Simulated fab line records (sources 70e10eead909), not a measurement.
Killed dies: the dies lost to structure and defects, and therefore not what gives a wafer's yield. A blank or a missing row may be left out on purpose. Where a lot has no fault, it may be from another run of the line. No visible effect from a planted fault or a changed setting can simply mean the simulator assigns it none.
Which of the tools did it? | flow nandHarc | 13 lots with 36 wafers sampled at 5 steps, on a route of 1159 steps

WHAT THE GAUGES READ, wafer by wafer
NHARC_END_SORT_01. Usual: killedAtArray 29, standard deviation 11; killedAtOther 0.6, standard deviation 0.92; killedAtPeriphery 3.2, standard deviation 2; killedDies 33, standard deviation 11; killedOpen 3.2, standard deviation 2; killedShort 1.9, standard deviation 1.5.
lot  | measured     | on        | killedAtArray | killedAtOther | killedAtPeriphery | killedDies | killedOpen | killedShort | flag
L624 | day 24 10:43 | prober-01 | 34 673        | 2 2           | 3 2               | 39 677     | 2 3        | 2 1         | OFF
L622 | day 24 18:34 | prober-02 | 57 673        | 1 2           | 2 2               | 60 677     | 3 2        | 2 0         | OFF
L625 | day 24 20:20 | prober-01 | 676 28        | 0 0           | 1 4               | 677 32     | 3 6        | 0 2         | OFF

WHICH TOOL RAN EACH LOT (tool, then ch and the chambers of the sampled wafers, then the start)
lot  | NHARC_A_STAIRCASE_CMP_152     | NHARC_A_STAIRCASE_DEP_471       | NHARC_A_SGD_CUT_ETCH_58           | NHARC_A_SGD_CUT_STRIP_17
L606 | cmp-04 ch 1,2,3, day 13 23:52 | pecvd-04 ch 0,2, day 14 01:39   | rieDiel-13 ch 0,2, day 14 03:21   | rieDiel-13 ch 0,2, no start
L608 | cmp-04 ch 0,3, day 14 12:14   | pecvd-01 ch 0,2, day 14 13:24   | rieDiel-13 ch 1,2, day 14 15:02   | rieDiel-13 ch 0,1,2, no start
L609 | cmp-01 ch 0,1,3, day 15 01:01 | pecvd-01 ch 0,1,2, day 15 02:11 | rieDiel-13 ch 1,2,3, day 15 03:44 | rieDiel-13 ch 0,1,3, no start
L610 | cmp-02 ch 1,2,3, day 15 14:56 | pecvd-01 ch 0,2, day 15 16:07   | rieDiel-05 ch 0,2,3, day 15 17:48 | rieDiel-05 ch 0,2,3, no start
L613 | cmp-01 ch 0,1,2, day 16 01:12 | pecvd-03 ch 0,1,2, day 16 02:20 | rieDiel-08 ch 0,2,3, day 16 03:58 | rieDiel-08 ch 0,1,3, no start
L612 | cmp-02 ch 0,1, day 16 01:25   | pecvd-01 ch 0,1,2, day 16 02:32 | rieDiel-13 ch 0,3, day 16 04:13   | rieDiel-13 ch 0,3, no start
L615 | cmp-02 ch 0,2,3, day 16 14:13 | pecvd-03 ch 0,1,2, day 16 15:22 | rieDiel-08 ch 0,1,3, day 16 17:02 | rieDiel-08 ch 0,2,3, no start
L617 | cmp-01 ch 0,3, day 16 21:23   | pecvd-03 ch 0,2, day 16 22:46   | rieDiel-05 ch 0,2, day 17 00:28   | rieDiel-05 ch 0,2, no start
L614 | cmp-02 ch 0,1,3, day 17 07:34 | pecvd-01 ch 0,2, day 17 08:43   | rieDiel-13 ch 0,2,3, day 17 10:22 | rieDiel-13 ch 0,1,3, no start
L624 | cmp-02 ch 0,3, day 18 08:09   | pecvd-03 ch 1, day 18 09:13     | rieDiel-05 ch 0,1, day 18 10:53   | rieDiel-05 ch 0, day 24 10:43 or earlier
L622 | cmp-04 ch 0,2, day 18 18:17   | pecvd-04 ch 1,2, day 18 19:25   | rieDiel-05 ch 0,3, day 18 21:05   | rieDiel-05 ch 2,3, day 24 18:34 or earlier
L627 | cmp-04 ch 0,1,2, day 19 13:44 | pecvd-03 ch 1,2, day 19 15:26   | rieDiel-13 ch 1,2,3, day 19 17:11 | rieDiel-13 ch 0,1,2, no start
L625 | cmp-01 ch 0,3, day 19 15:08   | pecvd-03 ch 1,2, day 19 16:14   | rieDiel-05 ch 1,3, day 19 17:53   | rieDiel-05 ch 0,2, day 24 20:20 or earlier
- NHARC_A_STAIRCASE_CMP_152: polishes.
- NHARC_A_STAIRCASE_DEP_471: deposits SiO2, target thk 100 nm.
- NHARC_A_SGD_CUT_ETCH_58: etches the open film in CF4, target depth 39 nm, time 65 s.
- NHARC_A_SGD_CUT_STRIP_17: strips in O2.

WHAT THE TOOLS THEMSELVES READ (means of the sampled wafers that have a number; where no wafer has one, the mark that the record gives instead)
NHARC_A_STAIRCASE_CMP_152. Usual: motorCurrentA reads 12.1 A (standard deviation 1.1).
lot  | tool   | motorCurrentA (A) | flag
L606 | cmp-04 | 12.2              | 
L608 | cmp-04 | 12.0              | 
L609 | cmp-01 | 12.0              | 
L610 | cmp-02 | 11.7              | 
L613 | cmp-01 | 10.8              | 
L612 | cmp-02 | 12.6              | 
L615 | cmp-02 | 12.4              | 
L617 | cmp-01 | 11.7              | 
L614 | cmp-02 | 12.2              | 
L624 | cmp-02 | 12.4              | 
L622 | cmp-04 | 14.2              | 
L627 | cmp-04 | 12.9              | 
L625 | cmp-01 | 12.4              | 

NHARC_A_STAIRCASE_DEP_471. Usual: heaterPowerW 579 W, standard deviation 93; throttleValvePct 16.1 %, standard deviation 0.43.
lot  | tool     | heaterPowerW (W) | throttleValvePct (%) | flag
L606 | pecvd-04 | 498              | 16.1                 | 
L608 | pecvd-01 | 561              | 15.8                 | 
L609 | pecvd-01 | 572              | 16.0                 | 
L610 | pecvd-01 | 551              | 16.4                 | 
L613 | pecvd-03 | 621              | 16.2                 | 
L612 | pecvd-01 | 602              | 16.0                 | 
L615 | pecvd-03 | 573              | 16.2                 | 
L617 | pecvd-03 | 635              | 16.3                 | 
L614 | pecvd-01 | 507              | 16.2                 | 
L624 | pecvd-03 | 550              | 16.5                 | 
L622 | pecvd-04 | 588              | 15.5                 | 
L627 | pecvd-03 | 711              | 16.3                 | 
L625 | pecvd-03 | 610              | 16.4                 | 

NHARC_A_SGD_CUT_ETCH_58. Usual: drypumpMotorCurrentA 5.8 A, standard deviation 0.41; oesProductAu 1.002 a.u., standard deviation 0.0075; rfVppV 151.2 V, standard deviation 1.2; runLengthS 86.0 s, standard deviation 0.4; showerheadPlenumPTorr 1.76 Torr, standard deviation 0.079; throttleValvePct 13.284 %, standard deviation 0.0097.
lot  | tool       | drypumpMotorCurrentA (A) | oesProductAu (a.u.) | rfVppV (V) | runLengthS (s) | showerheadPlenumPTorr (Torr) | throttleValvePct (%) | flag
L606 | rieDiel-13 | 6.2                      | 0.994               | 151.5      | 86.0           | 1.81                         | 13.273               | 
L608 | rieDiel-13 | 5.7                      | 0.994               | 151.1      | 86.0           | 1.78                         | 13.290               | 
L609 | rieDiel-13 | 5.5                      | 0.995               | 151.3      | 85.9           | 1.75                         | 13.273               | 
L610 | rieDiel-05 | 6.1                      | 1.001               | 151.3      | 85.9           | 1.78                         | 13.279               | 
L613 | rieDiel-08 | 5.9                      | 1.003               | 149.9      | 85.9           | 1.70                         | 13.279               | 
L612 | rieDiel-13 | 5.6                      | 0.996               | 150.9      | 86.3           | 1.78                         | 13.290               | 
L615 | rieDiel-08 | 5.8                      | 1.004               | 151.1      | 85.8           | 1.76                         | 13.290               | 
L617 | rieDiel-05 | 6.1                      | 1.004               | 151.0      | 86.1           | 1.76                         | 13.277               | 
L614 | rieDiel-13 | 5.8                      | 1.003               | 150.8      | 86.1           | 1.76                         | 13.287               | 
L624 | rieDiel-05 | 5.8                      | 0.995               | 151.6      | 73.9           | 1.69                         | 13.291               | OFF
L622 | rieDiel-05 | 6.0                      | 1.002               | 151.6      | 73.8           | 1.77                         | 13.294               | OFF
L627 | rieDiel-13 | 5.5                      | 1.000               | 151.8      | 86.2           | 1.75                         | 13.290               | 
L625 | rieDiel-05 | 6.2                      | 1.011               | 151.2      | 74.5           | 1.73                         | 13.271               | OFF

NHARC_A_SGD_CUT_STRIP_17. Usual: drypumpMotorCurrentA 5.9 A, standard deviation 0.42; oesProductAu 1.002 a.u., standard deviation 0.0073; rfVppV 57.7 V, standard deviation 0.87; showerheadPlenumPTorr 3.51 Torr, standard deviation 0.16; throttleValvePct 17.037 %, standard deviation 0.0081.
lot  | tool       | drypumpMotorCurrentA (A) | oesProductAu (a.u.) | rfVppV (V) | showerheadPlenumPTorr (Torr) | throttleValvePct (%) | flag
L606 | rieDiel-13 | 6.3                      | 1.003               | 57.6       | 3.62                         | 17.034               | 
L608 | rieDiel-13 | 5.9                      | 1.000               | 58.4       | 3.59                         | 17.032               | 
L609 | rieDiel-13 | 5.9                      | 1.002               | 57.3       | 3.63                         | 17.036               | 
L610 | rieDiel-05 | 6.1                      | 1.003               | 57.4       | 3.55                         | 17.039               | 
L613 | rieDiel-08 | 5.8                      | 1.009               | 57.0       | 3.52                         | 17.029               | 
L612 | rieDiel-13 | 5.6                      | 1.001               | 58.1       | 3.55                         | 17.040               | 
L615 | rieDiel-08 | 5.9                      | 1.001               | 57.2       | 3.39                         | 17.036               | 
L617 | rieDiel-05 | 6.1                      | 1.004               | 57.6       | 3.53                         | 17.039               | 
L614 | rieDiel-13 | 5.8                      | 0.999               | 57.7       | 3.62                         | 17.042               | 
L624 | rieDiel-05 | 5.8                      | 1.003               | 56.8       | 3.46                         | 17.044               | 
L622 | rieDiel-05 | 6.2                      | 1.016               | 57.1       | 3.60                         | 17.044               | 
L627 | rieDiel-13 | 6.0                      | 1.000               | 57.1       | 3.58                         | 17.033               | 
L625 | rieDiel-05 | 6.0                      | 1.006               | 58.0       | 3.50                         | 17.026               | 

THE ANSWER, worked out from the rows above alone
Rule: a lot counts as off when the mean over its wafers that have a number is more than 3 standard deviations away from the usual mean. Also off: a lot with no number at a reading for which 4 or more lots have one. Any other lot the step has rows for is counted as sound. First the gauges in route order, then the tools' own readings, where a lot's mean is used as printed above. At the first step where some lot is off, the reading lying furthest off is the one used; lots without a number count as furthest.
Off: L624, L622, L625, at NHARC_END_SORT_01 (killedAtArray). Neither off nor sound, because the step has no rows for them: L606, L608, L609, L610, L613, L612, L615, L617, L614, L627.
If a tool, at a process step before that reading, ran all the lots that are off and no sound lot after the first of them, it fits. The gauges at NHARC_END_SORT_01 aren't tried: what is off there is off at NHARC_A_SGD_CUT_ETCH_58 too, on other tools, and a gauge's error can't cause that. NHARC_A_SGD_CUT_STRIP_17 gives no start for some lots, so the hours and the order of its lots are those of NHARC_END_SORT_01. One fits: NHARC_A_SGD_CUT_ETCH_58 and NHARC_A_SGD_CUT_STRIP_17 on rieDiel-05. It ran no sound lot before its first lot that is off in this sample, so the start can't be narrowed down.

WHAT THE SIMULATOR HAD PUT IN
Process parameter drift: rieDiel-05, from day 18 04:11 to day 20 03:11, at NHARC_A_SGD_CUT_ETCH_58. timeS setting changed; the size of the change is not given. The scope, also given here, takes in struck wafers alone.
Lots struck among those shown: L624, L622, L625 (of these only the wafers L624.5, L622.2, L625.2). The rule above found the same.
